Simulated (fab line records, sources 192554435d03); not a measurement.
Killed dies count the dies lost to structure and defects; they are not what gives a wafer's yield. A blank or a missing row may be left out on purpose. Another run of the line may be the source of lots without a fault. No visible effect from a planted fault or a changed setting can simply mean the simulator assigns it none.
Matching of chambers / flow n5Finfet / N5_BEOL_M14_ETCH_59 on rieDiel-03 has 4 sister chambers
The step etches BARC in N2/H2, target depth 89 nm, overetch 26.7 nm, time 67.9 s. 22 wafers are shown with their chamber, then 11 later ones without.

WAFERS PAIRED WITH THEIR CHAMBERS
wafer=L075.1; chamber=3; drypumpMotorCurrentA (A)=5.2; showerheadPlenumPTorr (Torr)=2.40; throttleValvePct (%)=18.07
wafer=L075.2; chamber=2; drypumpMotorCurrentA (A)=5.2; showerheadPlenumPTorr (Torr)=2.48; throttleValvePct (%)=17.62
wafer=L075.5; chamber=3; drypumpMotorCurrentA (A)=5.2; showerheadPlenumPTorr (Torr)=2.40; throttleValvePct (%)=18.07
wafer=L076.1; chamber=2; drypumpMotorCurrentA (A)=5.2; showerheadPlenumPTorr (Torr)=2.48; throttleValvePct (%)=17.63
wafer=L076.2; chamber=0; drypumpMotorCurrentA (A)=6.2; showerheadPlenumPTorr (Torr)=2.61; throttleValvePct (%)=18.13
wafer=L076.5; chamber=0; drypumpMotorCurrentA (A)=6.2; showerheadPlenumPTorr (Torr)=2.61; throttleValvePct (%)=18.12
wafer=L078.1; chamber=2; drypumpMotorCurrentA (A)=5.2; showerheadPlenumPTorr (Torr)=2.48; throttleValvePct (%)=17.62
wafer=L078.3; chamber=3; drypumpMotorCurrentA (A)=5.2; showerheadPlenumPTorr (Torr)=2.40; throttleValvePct (%)=18.09
wafer=L078.6; chamber=3; drypumpMotorCurrentA (A)=5.1; showerheadPlenumPTorr (Torr)=2.40; throttleValvePct (%)=18.08
wafer=L081.2; chamber=2; drypumpMotorCurrentA (A)=5.2; showerheadPlenumPTorr (Torr)=2.47; throttleValvePct (%)=17.63
wafer=L081.5; chamber=2; drypumpMotorCurrentA (A)=5.2; showerheadPlenumPTorr (Torr)=2.47; throttleValvePct (%)=17.65
wafer=L081.6; chamber=1; drypumpMotorCurrentA (A)=6.1; showerheadPlenumPTorr (Torr)=2.49; throttleValvePct (%)=17.35
wafer=L082.1; chamber=1; drypumpMotorCurrentA (A)=6.1; showerheadPlenumPTorr (Torr)=2.49; throttleValvePct (%)=17.37
wafer=L082.2; chamber=2; drypumpMotorCurrentA (A)=5.2; showerheadPlenumPTorr (Torr)=2.47; throttleValvePct (%)=17.66
wafer=L082.5; chamber=1; drypumpMotorCurrentA (A)=6.1; showerheadPlenumPTorr (Torr)=2.49; throttleValvePct (%)=17.36
wafer=L083.1; chamber=2; drypumpMotorCurrentA (A)=5.2; showerheadPlenumPTorr (Torr)=2.47; throttleValvePct (%)=17.66
wafer=L083.4; chamber=2; drypumpMotorCurrentA (A)=5.2; showerheadPlenumPTorr (Torr)=2.47; throttleValvePct (%)=17.67
wafer=L083.6; chamber=3; drypumpMotorCurrentA (A)=5.1; showerheadPlenumPTorr (Torr)=2.39; throttleValvePct (%)=18.12
wafer=L085.2; chamber=2; drypumpMotorCurrentA (A)=5.2; showerheadPlenumPTorr (Torr)=2.47; throttleValvePct (%)=17.67
wafer=L085.4; chamber=2; drypumpMotorCurrentA (A)=5.2; showerheadPlenumPTorr (Torr)=2.47; throttleValvePct (%)=17.67
wafer=L085.5; chamber=3; drypumpMotorCurrentA (A)=5.1; showerheadPlenumPTorr (Torr)=2.39; throttleValvePct (%)=18.11
wafer=L084.4; chamber=3; drypumpMotorCurrentA (A)=5.2; showerheadPlenumPTorr (Torr)=2.39; throttleValvePct (%)=18.11

SIGNATURES, as means of the wafers listed above
reading=drypumpMotorCurrentA; chamber 0=6.200; chamber 1=6.100; chamber 2=5.200; chamber 3=5.157; scatter within a chamber=0.0309
reading=showerheadPlenumPTorr; chamber 0=2.6100; chamber 1=2.4900; chamber 2=2.4730; chamber 3=2.3957; scatter within a chamber=0.0046
reading=throttleValvePct; chamber 0=18.1250; chamber 1=17.3600; chamber 2=17.6480; chamber 3=18.0929; scatter within a chamber=0.0194
Rule: a wafer's distance from a chamber is the root of the sum, over the readings, of the square of ((its reading less the chamber's mean) divided by the reading's scatter). The wafer belongs to the nearest chamber; if the next one is less than 2 further off, it can't be placed. The scatter: the root of (the sum of the squares of (reading less its chamber's mean) over the shown wafers, divided by (wafers less chambers)).

WAFERS MISSING THEIR CHAMBER
wafer=L084.5; drypumpMotorCurrentA (A)=5.2; showerheadPlenumPTorr (Torr)=2.47; throttleValvePct (%)=17.66
wafer=L084.6; drypumpMotorCurrentA (A)=6.2; showerheadPlenumPTorr (Torr)=2.61; throttleValvePct (%)=18.17
wafer=L089.1; drypumpMotorCurrentA (A)=5.2; showerheadPlenumPTorr (Torr)=2.47; throttleValvePct (%)=17.67
wafer=L089.5; drypumpMotorCurrentA (A)=5.2; showerheadPlenumPTorr (Torr)=2.47; throttleValvePct (%)=17.69
wafer=L089.6; drypumpMotorCurrentA (A)=6.1; showerheadPlenumPTorr (Torr)=2.49; throttleValvePct (%)=17.39
wafer=L093.3; drypumpMotorCurrentA (A)=6.1; showerheadPlenumPTorr (Torr)=2.48; throttleValvePct (%)=17.45
wafer=L093.5; drypumpMotorCurrentA (A)=5.2; showerheadPlenumPTorr (Torr)=2.46; throttleValvePct (%)=17.70
wafer=L093.6; drypumpMotorCurrentA (A)=6.1; showerheadPlenumPTorr (Torr)=2.48; throttleValvePct (%)=17.43
wafer=L097.1; drypumpMotorCurrentA (A)=5.2; showerheadPlenumPTorr (Torr)=2.45; throttleValvePct (%)=17.73
wafer=L097.3; drypumpMotorCurrentA (A)=6.2; showerheadPlenumPTorr (Torr)=2.59; throttleValvePct (%)=17.73
wafer=L097.6; drypumpMotorCurrentA (A)=6.2; showerheadPlenumPTorr (Torr)=2.59; throttleValvePct (%)=17.72

WHICH CHAMBER EACH WENT THROUGH
wafer=L084.5; from the rows above=2; in truth=2
wafer=L084.6; from the rows above=0; in truth=0
wafer=L089.1; from the rows above=2; in truth=2
wafer=L089.5; from the rows above=2; in truth=2
wafer=L089.6; from the rows above=1; in truth=1
wafer=L093.3; from the rows above=1; in truth=1
wafer=L093.5; from the rows above=2; in truth=2
wafer=L093.6; from the rows above=1; in truth=1
wafer=L097.1; from the rows above=2; in truth=2
wafer=L097.3; from the rows above=0; in truth=0
wafer=L097.6; from the rows above=0; in truth=0
Correctly placed: 11 of 11. Number that these rows cannot place: 0. 0 placed wrongly.
